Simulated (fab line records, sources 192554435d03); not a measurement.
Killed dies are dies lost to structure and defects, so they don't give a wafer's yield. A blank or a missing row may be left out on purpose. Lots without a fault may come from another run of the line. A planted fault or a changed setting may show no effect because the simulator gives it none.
A struck lot beside a sound one | flow n5_finfet | 14 steps out of a route of 1938
Sound: wafers L237.2, L237.4, L237.6. Struck: wafers L242.1, L242.3. (L242.6 of the same lot was not struck and is left out.) The cause comes at the end.
At each step with rows: each side's tool, then ch and its chambers, then its first start. Under that, the readings that differ: sound wafers | struck wafers | difference of the means | sigmas: that difference in standard deviations of wafers without a fault.
alike: readings whose means differ by less than 2 such deviations, and words and numbers that are the same on both sides. not compared: withheld readings, readings that some wafer has no value for, bounds like >300 that may hide the same value, and numbers for which the record gives no deviation and whose values overlap.
The two part at a step that has a row with sigmas, a row that says differs or no value, or rows on one side only. Numbers that don't overlap but have no deviation are shown without sigmas and don't part them. A reading that every wafer of one side lacks parts them only if that side has two wafers or more.

N5_BEOL_M9_TRENCH_ETCH_37: etches SiCOH lowk in C4F6/O2, target depth 151.43 nm, time 49 s.
  sound on rie_diel-02 ch 0,3; struck on rie_diel-03 ch 1,3
  reading      | sound       | struck  | difference | sigmas
  rf_vpp_V (V) | 658 658 657 | 674 672 | +15        | +2
  alike: drypump_motor_current_A, oes_product_au, showerhead_plenum_p_Torr, throttle_valve_pct
  not compared: rf_hours_counter_h
N5_BEOL_M9_ETCH_41: etches SiCN in CH3F/O2, target depth 36.6 nm, time 70.1 s.
  sound on rie_diel-02 ch 0,3; struck on rie_diel-03 ch 1,3
  alike: drypump_motor_current_A, oes_product_au, rf_vpp_V, showerhead_plenum_p_Torr, throttle_valve_pct
  not compared: rf_hours_counter_h
then, 1 step without rows for these wafers: N5_BEOL_M9_STRIP_80 (strips in N2/H2, time 10 s).
N5_BEOL_M9_OCD_MEAS_38:
  sound on ocd-01, day 11 05:13; struck on ocd-02, day 14 18:31
  alike: trench_depth_nm
then, 4 steps without rows for these wafers: N5_BEOL_M9_HM_STRIP_39 (strips TiN in peroxide tin strip, target depth 25 nm, time 158 s); N5_BEOL_M9_SRD_40 (time 30 s); N5_BEOL_M9_PRECLEAN_42 (cleans in residue remover, time 60 s); N5_BEOL_M9_SRD_43 (time 30 s).
N5_BEOL_M9_CD_MEAS_35: target cd 70 nm, target cd y 40 nm.
  sound on cd_sem-01, day 11 05:22; struck on cd_sem-03, day 14 18:40
  alike: cd_nm
N5_BEOL_M9_CURE_72: cures SiCOH lowk, time 120 s.
  sound on uv_cure-01 ch 2, day 11 05:27; struck on uv_cure-01 ch 1, day 14 18:42
  alike: lamp_power_pct, wafer_temp_C_max
N5_BEOL_M9_DEGAS_44: time 60 s.
  sound on pvd_sputter-01, day 11 05:44; struck on pvd_sputter-02, day 14 19:20
  alike: heater_power_w
N5_BEOL_M9_PRE_CLEAN_45: time 30 s.
  sound on pvd_sputter-01, day 11 05:47; struck on pvd_sputter-02, day 14 19:22
  alike: heater_power_w
N5_BEOL_M9_ALD_74: deposits TaN, target thk 2 nm, pulse time 2 s, purge time 3 s.
  sound on ald_metal-04 ch 0,2, day 11 05:51; struck on ald_metal-02 ch 0,1, day 14 19:26
  reading    | sound    | struck | difference | sigmas
  ald_cycles | 40 40 40 | 36 36  | -4         |
  alike: heater_power_w
then, 1 step without rows for these wafers: N5_BEOL_M9_SURFACE_TREAT_79.

WHERE THEY PART
Only at N5_BEOL_M9_TRENCH_ETCH_37, within this record. Later steps at which nothing parts them and some readings are alike: N5_BEOL_M9_ETCH_41, N5_BEOL_M9_OCD_MEAS_38, N5_BEOL_M9_CD_MEAS_35, N5_BEOL_M9_CURE_72, N5_BEOL_M9_DEGAS_44, N5_BEOL_M9_PRE_CLEAN_45, N5_BEOL_M9_ALD_74.

WHY: what the simulator had put in
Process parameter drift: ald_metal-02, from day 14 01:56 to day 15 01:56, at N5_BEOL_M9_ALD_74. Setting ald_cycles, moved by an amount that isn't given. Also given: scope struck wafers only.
